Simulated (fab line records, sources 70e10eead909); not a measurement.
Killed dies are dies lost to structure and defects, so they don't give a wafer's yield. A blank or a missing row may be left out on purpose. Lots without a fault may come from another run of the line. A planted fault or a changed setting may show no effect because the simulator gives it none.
fab line records | flow nand_harc
record lots=6 wafers=18 last_day=25
route steps=1159 shown A_CONTACT@863 END@1159
lots that met no fault: from a run of the same line without faults
start_h: hours from the record's first day to the start of the lot's first wafer shown | wait_h: hours since the lot's step before | " the same as in the row above | L1.1+2: a row that stands for several wafers | - no value, or no start given | * or withheld: withheld | < > ~ a bound
route shown NAME@n: a module of which the file shows steps, and the number in the route of the first | usual: mean/standard deviation of fault-free wafers | same: alike in all rows | chamber/n: place in a boat | sites: the reading at each site | _std_site: their standard deviation | _edge_site: outer sites' mean less inner sites' | radius_mm: how far each site lies from the wafer's centre | mask NAME#n: copy n | behind: the tool/chamber that last shaped the wafer | hold: why the lot was held/for how many hours/how that ended | device: the transistor (n, p or np) that didn't switch | end of line: the same wafers' tests at the end of the route | a step without rows: its recipe alone | killed: dies lost to structure and defects at the first sort, not the wafer's yield | map: a wafer's dies, x killed, . not, _ none there
set.NAME: the setting as run; set.NAME@STEP: as run at that earlier step | model.NAME: the simulator's own value behind a step, which no gauge read
lots at some steps of the route; a table a step, a row a wafer
services: from which hour (start_h, from the record's first day; less than 0 if before it) a tool's chamber was out of use, for how many hours, and why
## steps
# step NHARC_A_CONTACT_ETCH_112
# recipe source_w=withheld pressure_mtorr=20 bias_v=3000 time_s=94 target_depth_a=9220 ar_flow_sccm=withheld c4f8_flow_sccm=withheld o2_flow_sccm=withheld chemistry=C4F8/O2/Ar
# usual chamber_pressure_mTorr=20.000/0.018 oes_air_line_au=1.003/0.017
# columns lot.wafer tool chamber start_h wait_h chamber_pressure_mTorr oes_air_line_au rf_hours_counter_h
L279.1 har_cap_etch-03 1 374.28 0.2 20.003 1.005 79
L279.2 " 0 " " 19.996 0.992 79
L279.5 " 1 " " 19.994 0.997 -
L278.4 har_cap_etch-02 1 374.45 0.1 19.998 1.014 -
L278.3 " 0 " " 20.022 0.986 -
L278.5 " 0 " " 20.019 1.015 -
L277.1 har_cap_etch-01 1 380.68 0.2 20.022 0.982 61
L277.3 " 1 " " 20.009 0.989 -
L277.5 " 0 " " 19.977 1.044 -
L294.1 har_cap_etch-01 1 464.81 0.2 19.981 0.998 75
L294.4 " 0 " " 19.978 1.010 -
L294.5 " 0 " " 19.975 0.996 -
L293.1 har_cap_etch-02 0 468.34 0.2 20.013 0.993 27
L293.3 " 0 " " 20.027 0.985 -
L293.5 " 1 " " 19.982 0.997 -
L298.1 har_cap_etch-03 1 515.28 0.2 20.018 0.998 102
L298.2 " 0 " " 19.983 1.010 102
L298.6 " 0 " " 20.038 0.982 -
# step NHARC_A_CONTACT_ETCH_113
# recipe source_w=withheld pressure_mtorr=20 bias_v=3000 time_s=94 target_depth_a=9220 ar_flow_sccm=withheld c4f8_flow_sccm=withheld o2_flow_sccm=withheld chemistry=C4F8/O2/Ar
# step NHARC_A_CONTACT_ETCH_114
# recipe source_w=withheld pressure_mtorr=20 bias_v=3000 time_s=94 target_depth_a=9220 ar_flow_sccm=withheld c4f8_flow_sccm=withheld o2_flow_sccm=withheld chemistry=C4F8/O2/Ar
# usual chamber_pressure_mTorr=19.999/0.018 oes_air_line_au=0.997/0.019
# columns lot.wafer tool chamber start_h wait_h chamber_pressure_mTorr oes_air_line_au rf_hours_counter_h
L279.1 har_cap_etch-03 1 374.46 0.1 19.987 0.983 79
L279.2 " 0 " " 19.990 0.977 79
L279.5 " 1 " " 20.035 0.995 -
L278.4 har_cap_etch-02 1 374.63 0.1 19.990 0.987 -
L278.3 " 0 " " 20.008 1.006 -
L278.5 " 0 " " 19.987 0.998 -
L277.1 har_cap_etch-01 1 380.86 0.1 20.001 1.005 61
L277.3 " 1 " " 20.010 1.013 -
L277.5 " 0 " " 19.983 0.980 -
L294.1 har_cap_etch-01 1 464.99 0.1 20.001 0.985 75
L294.4 " 0 " " 19.996 0.984 -
L294.5 " 0 " " 19.996 0.976 -
L293.1 har_cap_etch-02 0 468.52 0.1 20.025 1.009 27
L293.3 " 0 " " 20.020 1.000 -
L293.5 " 1 " " 20.025 0.965 -
L298.1 har_cap_etch-03 1 515.47 0.1 19.992 1.009 102
L298.2 " 0 " " 20.045 1.012 102
L298.6 " 0 " " 19.981 1.006 -
# step NHARC_A_CONTACT_ETCH_115
# recipe source_w=withheld pressure_mtorr=20 bias_v=3000 time_s=94 target_depth_a=9220 ar_flow_sccm=withheld c4f8_flow_sccm=withheld o2_flow_sccm=withheld chemistry=C4F8/O2/Ar
# step NHARC_A_CONTACT_ETCH_116
# recipe source_w=withheld pressure_mtorr=20 bias_v=3000 time_s=94 target_depth_a=9220 ar_flow_sccm=withheld c4f8_flow_sccm=withheld o2_flow_sccm=withheld chemistry=C4F8/O2/Ar
# step NHARC_A_CONTACT_ETCH_117
# recipe source_w=withheld pressure_mtorr=20 bias_v=3000 time_s=94 target_depth_a=9220 ar_flow_sccm=withheld c4f8_flow_sccm=withheld o2_flow_sccm=withheld chemistry=C4F8/O2/Ar
# step NHARC_A_CONTACT_ETCH_118
# recipe source_w=withheld pressure_mtorr=20 bias_v=3000 time_s=94 target_depth_a=9220 ar_flow_sccm=withheld c4f8_flow_sccm=withheld o2_flow_sccm=withheld chemistry=C4F8/O2/Ar
# usual chamber_pressure_mTorr=19.999/0.018 oes_air_line_au=0.997/0.022
# columns lot.wafer tool chamber start_h wait_h chamber_pressure_mTorr oes_air_line_au rf_hours_counter_h
L279.1 har_cap_etch-03 1 374.83 0.1 19.989 1.033 79
L279.2 " 0 " " 20.009 1.022 79
L279.5 " 1 " " 19.993 0.997 -
L278.4 har_cap_etch-02 1 375.00 0.1 19.990 1.014 -
L278.3 " 0 " " 20.035 1.028 -
L278.5 " 0 " " 20.021 0.989 -
L277.1 har_cap_etch-01 1 381.23 0.1 19.984 1.007 61
L277.3 " 1 " " 19.985 1.018 -
L277.5 " 0 " " 20.026 1.011 -
L294.1 har_cap_etch-01 1 465.35 0.1 19.986 0.976 75
L294.4 " 0 " " 19.965 1.004 -
L294.5 " 0 " " 19.978 1.043 -
L293.1 har_cap_etch-02 0 468.88 0.1 20.000 1.006 28
L293.3 " 0 " " 19.999 0.996 -
L293.5 " 1 " " 20.014 0.965 -
L298.1 har_cap_etch-03 1 515.83 0.1 20.006 0.957 102
L298.2 " 0 " " 20.035 1.036 102
L298.6 " 0 " " 19.969 1.028 -
# step NHARC_A_CONTACT_ETCH_119
# recipe source_w=withheld pressure_mtorr=20 bias_v=3000 time_s=94 target_depth_a=9220 ar_flow_sccm=withheld c4f8_flow_sccm=withheld o2_flow_sccm=withheld chemistry=C4F8/O2/Ar
# step NHARC_A_CONTACT_ETCH_120
# recipe source_w=withheld pressure_mtorr=20 bias_v=3000 time_s=94 target_depth_a=9220 ar_flow_sccm=withheld c4f8_flow_sccm=withheld o2_flow_sccm=withheld chemistry=C4F8/O2/Ar
# usual chamber_pressure_mTorr=20.002/0.02 oes_air_line_au=0.998/0.022
# columns lot.wafer tool chamber start_h wait_h chamber_pressure_mTorr oes_air_line_au rf_hours_counter_h
L279.1 har_cap_etch-03 1 375.01 0.1 19.986 0.990 79
L279.2 " 0 " " 19.969 0.995 79
L279.5 " 1 " " 19.984 0.992 -
L278.4 har_cap_etch-02 1 375.18 0.1 20.008 0.977 -
L278.3 " 0 " " 20.013 0.998 -
L278.5 " 0 " " 20.021 0.989 -
L277.1 har_cap_etch-01 1 381.41 0.1 20.003 1.044 61
L277.3 " 1 " " 20.011 1.004 -
L277.5 " 0 " " 19.978 1.020 -
L294.1 har_cap_etch-01 1 465.53 0.1 20.030 1.005 75
L294.4 " 0 " " 20.017 0.995 -
L294.5 " 0 " " 20.009 0.994 -
L293.1 har_cap_etch-02 0 469.07 0.1 20.006 0.990 28
L293.3 " 0 " " 20.016 0.998 -
L293.5 " 1 " " 20.015 1.042 -
L298.1 har_cap_etch-03 1 516.01 0.1 20.009 0.984 102
L298.2 " 0 " " 20.007 1.024 102
L298.6 " 0 " " 20.014 1.000 -
# step NHARC_A_CONTACT_ETCH_121
# recipe source_w=withheld pressure_mtorr=20 bias_v=3000 time_s=94 target_depth_a=9220 ar_flow_sccm=withheld c4f8_flow_sccm=withheld o2_flow_sccm=withheld chemistry=C4F8/O2/Ar
# usual chamber_pressure_mTorr=20.001/0.017 oes_air_line_au=1.000/0.021
# columns lot.wafer tool chamber start_h wait_h chamber_pressure_mTorr oes_air_line_au rf_hours_counter_h
L279.1 har_cap_etch-03 1 375.10 0.1 20.014 1.009 79
L279.2 " 0 " " 20.001 0.991 79
L279.5 " 1 " " 19.994 0.992 -
L278.4 har_cap_etch-02 1 375.27 0.1 20.014 1.006 -
L278.3 " 0 " " 20.013 0.948 -
L278.5 " 0 " " 20.004 0.996 -
L277.1 har_cap_etch-01 1 381.50 0.1 20.025 1.021 61
L277.3 " 1 " " 20.009 1.020 -
L277.5 " 0 " " 19.988 1.031 -
L294.1 har_cap_etch-01 1 465.62 0.1 19.980 0.993 75
L294.4 " 0 " " 20.007 0.998 -
L294.5 " 0 " " 19.984 0.984 -
L293.1 har_cap_etch-02 0 469.16 0.1 19.996 0.984 28
L293.3 " 0 " " 20.022 0.987 -
L293.5 " 1 " " 20.002 1.002 -
L298.1 har_cap_etch-03 1 516.10 0.1 20.004 0.992 102
L298.2 " 0 " " 20.029 0.988 102
L298.6 " 0 " " 20.022 1.009 -
# step NHARC_A_CONTACT_ETCH_122
# recipe source_w=withheld pressure_mtorr=20 bias_v=3000 time_s=95 target_depth_a=9300 ar_flow_sccm=withheld c4f8_flow_sccm=withheld o2_flow_sccm=withheld chemistry=C4F8/O2/Ar
# step NHARC_A_CONTACT_ETCH_123
# recipe source_w=withheld pressure_mtorr=20 bias_v=400 time_s=253 target_depth_a=10900 ar_flow_sccm=withheld c4f8_flow_sccm=11.5 o2_flow_sccm=7.2 chemistry=C4F8/O2/Ar
# step NHARC_A_CONTACT_ETCH_90
# recipe target_depth_a=400 over_etch_frac=0.5 time_s=85.7 ion_energy_ev=120 ch3f_flow_sccm=50 o2_flow_sccm=30 ar_flow_sccm=200 rf_w=500 bias_w=100 chemistry=CH3F/O2
# usual bias_w=100.04/0.26 ch3f_flow_sccm=49.98/0.15 drypump_motor_current_A=5.5/0.56 oes_product_au=0.94/0.031 rf_vpp_V=244.2/1.6 showerhead_plenum_p_Torr=2.45/0.094 throttle_valve_pct=20.663/0.0091
# columns lot.wafer tool chamber start_h wait_h bias_w ch3f_flow_sccm drypump_motor_current_A oes_product_au rf_hours_counter_h rf_vpp_V showerhead_plenum_p_Torr throttle_valve_pct
L279.2 rie_diel-04 1 375.89 0.5 99.87 49.84 5.0 0.93 24 243.4 2.43 20.649
L279.1 " 0 " " 99.68 50.06 5.9 0.92 31 246.3 2.50 20.651
L279.5 " 1 " " 100.24 50.15 5.0 0.93 - 244.0 2.43 20.670
L278.4 rie_diel-04 1 376.02 0.4 - - - - - - - -
L278.3 " 0 " " - - - - - - - -
L278.5 " 1 " " - - - - - - - -
L277.1 rie_diel-07 0 382.28 0.5 - - - - - - - -
L277.3 " 1 " " - - - - - - - -
L277.5 " 1 " " - - - - - - - -
L294.4 rie_diel-07 0 466.41 0.4 100.23 50.06 5.3 0.93 10 244.6 2.52 20.645
L294.1 " 1 " " 100.21 50.13 5.0 0.92 10 245.7 2.56 20.672
L294.5 " 3 " " 99.74 49.90 5.1 0.94 - 242.9 2.37 20.670
L293.1 rie_diel-08 0 469.94 0.5 99.68 50.40 5.9 0.99 50 241.1 2.28 20.661
L293.3 " 1 " " 100.01 50.02 6.4 1.01 59 244.8 2.36 20.659
L293.5 " 1 " " 100.07 49.91 6.4 1.00 - 244.9 2.36 20.657
L298.1 rie_diel-07 1 516.90 0.6 99.89 49.93 5.0 0.99 21 244.3 2.56 20.665
L298.2 " 2 " " 99.77 50.07 5.0 1.00 22 244.8 2.51 20.664
L298.6 " 0 " " 99.50 50.02 5.3 0.99 - 246.9 2.52 20.658
# step NHARC_A_CONTACT_ETCH_96
# recipe target_depth_a=200 over_etch_frac=0.5 time_s=10 ion_energy_ev=250 c4f6_flow_sccm=25 o2_flow_sccm=20 ar_flow_sccm=500 rf_w=600 bias_w=500 chemistry=C4F6/O2
# step NHARC_END_SORT_01
# recipe temp_c=25
# usual killed_at_array=27/11 killed_at_other=0.7/0.93 killed_at_periphery=2.9/1.9 killed_dies=30/11 killed_open=3.1/1.7 killed_short=1.9/1.3
# same gross_dies=677
# columns lot.wafer tool chamber start_h wait_h hold killed_at_array killed_at_other killed_at_periphery killed_dies killed_open killed_short
L277.1 prober-01 0 444.39 2.5 await_dispo/1.4h/scrap 672 0 5 677 3 0
L277.3 prober-01 0 445.99 3.1 await_dispo/1.4h/scrap 672 0 5 677 8 3
L277.5 prober-01 0 447.58 3.7 await_dispo/1.4h/scrap 672 0 5 677 1 3
L278.3 prober-02 0 446.47 3.1 await_dispo/1.4h/scrap 674 3 0 677 0 2
L278.4 prober-02 0 447.26 3.4 await_dispo/1.4h/scrap 673 2 2 677 3 3
L278.5 prober-02 0 448.04 3.7 await_dispo/1.4h/scrap 674 1 2 677 2 0
L293.1 prober-02 0 549.70 2.5 - 48 0 2 50 8 2
L293.3 prober-02 0 551.28 3.1 - 41 2 2 45 4 4
L293.5 prober-02 0 552.86 3.7 - 33 0 2 35 4 2
L294.1 prober-01 0 557.37 2.5 - 8 0 3 11 1 1
L294.4 prober-01 0 559.76 3.4 - 20 0 3 23 2 3
L294.5 prober-01 0 560.56 3.7 - 16 0 4 20 1 1
# killed by level:class
L277.1 A_CONTACT:area_etch=641 A_CHANNEL_HOLE_D1:chamber_film_flake=15 A_SLIT:chamber_film_flake=8 A_STAIRCASE:chamber_film_flake=7 P_STI:chamber_film_flake=3 P_CONTACT:geometric_particle:open=1 P_M0:geometric_particle:open=1 A_CONTACT:geometric_particle:open=1
L277.3 A_CONTACT:area_etch=616 A_CHANNEL_HOLE_D1:chamber_film_flake=26 A_SLIT:chamber_film_flake=12 A_STAIRCASE:chamber_film_flake=5 A_CONTACT:chamber_film_flake=4 A_WL_FILL:geometric_particle:open=2 A_M0:geometric_particle:open=2 P_GATE:chamber_film_flake=2
L278.3 A_CONTACT:area_etch=655 A_SLIT:chamber_film_flake=5 A_CONTACT:chamber_film_flake=4 A_CHANNEL_HOLE_D1:chamber_film_flake=3 A_STAIRCASE:chamber_film_flake=3 THIN_TSV:chamber_film_flake=3 A_SGD_CUT:geometric_particle:short=1 A_M1:geometric_particle:short=1
L278.4 A_CONTACT:area_etch=659 A_SLIT:chamber_film_flake=7 A_STAIRCASE:chamber_film_flake=2 P_STI:geometric_particle:short=1 P_GATE:geometric_particle:open=1 A_CHANNEL_FILL_D1:geometric_particle:open=1 A_BLC:geometric_particle:short=1 A_M1:geometric_particle:open=1
L277.5 A_CONTACT:area_etch=635 A_CHANNEL_HOLE_D1:chamber_film_flake=17 A_SLIT:chamber_film_flake=11 P_GATE:chamber_film_flake=3 A_STAIRCASE:chamber_film_flake=3 P_STI:chamber_film_flake=2 A_CONTACT:chamber_film_flake=2 A_ONON_D1:geometric_particle:short=1
L278.5 A_CONTACT:area_etch=654 A_SLIT:chamber_film_flake=6 A_CHANNEL_HOLE_D1:chamber_film_flake=5 A_STAIRCASE:chamber_film_flake=5 P_M0:geometric_particle:open=1 A_BLC:geometric_particle:open=1 A_CHANNEL_FILL_D1:chamber_film_flake=1 P_ZERO_WELL:chamber_film_flake=1
L293.1 A_CHANNEL_HOLE_D1:chamber_film_flake=25 A_SLIT:chamber_film_flake=14 A_CONTACT:geometric_particle:open=3 P_STI:geometric_particle:open=1 P_GATE:geometric_particle:open=1 A_SOURCE_PLATE:geometric_particle:open=1 A_ONON_D1:geometric_particle:short=1 A_CHANNEL_HOLE_D1:geometric_particle:open=1
L293.3 A_CHANNEL_HOLE_D1:chamber_film_flake=20 A_SLIT:chamber_film_flake=14 A_CHANNEL_FILL_D1:geometric_particle:short=3 THIN_TSV:chamber_film_flake=2 P_M1:geometric_particle:open=1 A_ONON_D1:geometric_particle:open=1 A_CHANNEL_HOLE_D1:geometric_particle:open=1 A_SGD_CUT:geometric_particle:short=1
L293.5 A_CHANNEL_HOLE_D1:chamber_film_flake=17 A_SLIT:chamber_film_flake=11 P_M0:geometric_particle:open=1 A_SOURCE_PLATE:geometric_particle:short=1 A_CHANNEL_FILL_D1:geometric_particle:short=1 A_CHANNEL_FILL_D1:geometric_particle:open=1 A_CONTACT:geometric_particle:open=1 A_BLC:geometric_particle:open=1
L294.1 A_CHANNEL_HOLE_D1:chamber_film_flake=4 P_M1:geometric_particle:open=1 A_CHANNEL_FILL_D1:geometric_particle:short=1 P_GATE:chamber_film_flake=1 P_M0:chamber_film_flake=1 A_ZERO_WELL:chamber_film_flake=1 A_SLIT:chamber_film_flake=1 A_CONTACT:chamber_film_flake=1
L294.4 A_CHANNEL_HOLE_D1:chamber_film_flake=11 A_CONTACT:chamber_film_flake=3 P_M0:chamber_film_flake=2 P_CONTACT:geometric_particle:short=1 A_ONON_D1:geometric_particle:open=1 A_SGD_CUT:geometric_particle:short=1 A_WL_FILL:geometric_particle:short=1 A_CONTACT:geometric_particle:open=1
L294.5 A_CHANNEL_HOLE_D1:chamber_film_flake=9 A_CONTACT:chamber_film_flake=3 P_GATE:chamber_film_flake=2 P_M1:geometric_particle:short=1 A_WL_FILL:geometric_particle:open=1 P_M0:chamber_film_flake=1 A_STAIRCASE:chamber_film_flake=1 A_SLIT:chamber_film_flake=1
# map L277.1 (x killed, . not)
____________x____________
_________xxxxxxx_________
_______xxxxxxxxxxx_______
______xxxxxxxxxxxxx______
_____xxxxxxxxxxxxxxx_____
____xxxxxxxxxxxxxxxxx____
____xxxxxxxxxxxxxxxxx____
___xxxxxxxxxxxxxxxxxxx___
___xxxxxxxxxxxxxxxxxxx___
__xxxxxxxxxxxxxxxxxxxxx__
__xxxxxxxxxxxxxxxxxxxxx__
_xxxxxxxxxxxxxxxxxxxxxxx_
_xxxxxxxxxxxxxxxxxxxxxxx_
_xxxxxxxxxxxxxxxxxxxxxxx_
_xxxxxxxxxxxxxxxxxxxxxxx_
_xxxxxxxxxxxxxxxxxxxxxxx_
xxxxxxxxxxxxxxxxxxxxxxxxx
xxxxxxxxxxxxxxxxxxxxxxxxx
xxxxxxxxxxxxxxxxxxxxxxxxx
xxxxxxxxxxxxxxxxxxxxxxxxx
xxxxxxxxxxxxxxxxxxxxxxxxx
_xxxxxxxxxxxxxxxxxxxxxxx_
_xxxxxxxxxxxxxxxxxxxxxxx_
_xxxxxxxxxxxxxxxxxxxxxxx_
_xxxxxxxxxxxxxxxxxxxxxxx_
_xxxxxxxxxxxxxxxxxxxxxxx_
__xxxxxxxxxxxxxxxxxxxxx__
__xxxxxxxxxxxxxxxxxxxxx__
___xxxxxxxxxxxxxxxxxxx___
___xxxxxxxxxxxxxxxxxxx___
____xxxxxxxxxxxxxxxxx____
____xxxxxxxxxxxxxxxxx____
_____xxxxxxxxxxxxxxx_____
______xxxxxxxxxxxxx______
_______xxxxxxxxxxx_______
_________xxxxxxx_________
____________x____________
# map L278.3 (x killed, . not)
____________x____________
_________xxxxxxx_________
_______xxxxxxxxxxx_______
______xxxxxxxxxxxxx______
_____xxxxxxxxxxxxxxx_____
____xxxxxxxxxxxxxxxxx____
____xxxxxxxxxxxxxxxxx____
___xxxxxxxxxxxxxxxxxxx___
___xxxxxxxxxxxxxxxxxxx___
__xxxxxxxxxxxxxxxxxxxxx__
__xxxxxxxxxxxxxxxxxxxxx__
_xxxxxxxxxxxxxxxxxxxxxxx_
_xxxxxxxxxxxxxxxxxxxxxxx_
_xxxxxxxxxxxxxxxxxxxxxxx_
_xxxxxxxxxxxxxxxxxxxxxxx_
_xxxxxxxxxxxxxxxxxxxxxxx_
xxxxxxxxxxxxxxxxxxxxxxxxx
xxxxxxxxxxxxxxxxxxxxxxxxx
xxxxxxxxxxxxxxxxxxxxxxxxx
xxxxxxxxxxxxxxxxxxxxxxxxx
xxxxxxxxxxxxxxxxxxxxxxxxx
_xxxxxxxxxxxxxxxxxxxxxxx_
_xxxxxxxxxxxxxxxxxxxxxxx_
_xxxxxxxxxxxxxxxxxxxxxxx_
_xxxxxxxxxxxxxxxxxxxxxxx_
_xxxxxxxxxxxxxxxxxxxxxxx_
__xxxxxxxxxxxxxxxxxxxxx__
__xxxxxxxxxxxxxxxxxxxxx__
___xxxxxxxxxxxxxxxxxxx___
___xxxxxxxxxxxxxxxxxxx___
____xxxxxxxxxxxxxxxxx____
____xxxxxxxxxxxxxxxxx____
_____xxxxxxxxxxxxxxx_____
______xxxxxxxxxxxxx______
_______xxxxxxxxxxx_______
_________xxxxxxx_________
____________x____________
## services
# columns tool chamber start_h hours kind
rie_diel-07 0 359.78 - clean
rie_diel-07 1 359.78 - clean
rie_diel-07 2 359.78 - clean
rie_diel-07 3 359.78 - clean
rie_diel-07 0 384.28 - clean
rie_diel-07 1 384.28 - clean
rie_diel-07 2 384.28 - clean
rie_diel-07 3 384.28 - clean
rie_diel-07 - 405.27 9.0 pm
rie_diel-07 0 405.27 9.0 vent_cycle
rie_diel-07 1 405.27 9.0 vent_cycle
rie_diel-07 2 405.27 9.0 vent_cycle
rie_diel-07 3 405.27 9.0 vent_cycle
rie_diel-07 0 414.27 - clean
rie_diel-07 1 414.27 - clean
rie_diel-07 2 414.27 - clean
har_cap_etch-01 - 416.83 0.6 repair
rie_diel-04 2 418.50 1.2 repair
rie_diel-08 0 433.33 29.2 repair
rie_diel-04 - 466.02 9.0 pm
rie_diel-08 - 479.11 9.0 pm
rie_diel-04 - 490.87 0.7 repair
har_cap_etch-03 - 492.53 0.7 repair
rie_diel-04 - 501.97 2.3 repair
## key
first_sign step=NHARC_A_CONTACT_ETCH_90 reading=tool_record direction=missing
effect step=NHARC_END_SORT_01 reading=killed_at_array direction=up sigmas=59 usual=27 struck=673
more_kills_born_at NHARC_A_CONTACT_ETCH_90@rie_diel-04=1968 NHARC_A_CONTACT_ETCH_90@rie_diel-07=1893
met_at NHARC_A_CONTACT_ETCH_90
struck_wafers L277.1,L277.3,L277.5,L278.3,L278.4,L278.5
later_rows_left_out L277.1,L277.3,L277.5,L278.3,L278.4,L278.5
tester_left_out L277,L278
onset_between 375.89 376.02
fault kind=skipped_step_whole tool=rie_diel-04,rie_diel-07 chamber=- onset_h=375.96 steps=NHARC_A_CONTACT_ETCH_90 scope=struck_lots_only
# tester_left_out: of these lots the tester's yield and bins aren't shown, on N5 and GAA mostly nor the transistor test; their killed dies are dies lost to structure and defects alone, not to doping, threshold or leakage, so they don't give the yield
# later_rows_left_out: the simulator's readings of these wafers behind a module that went badly wrong aren't trusted and aren't shown, but for the sort
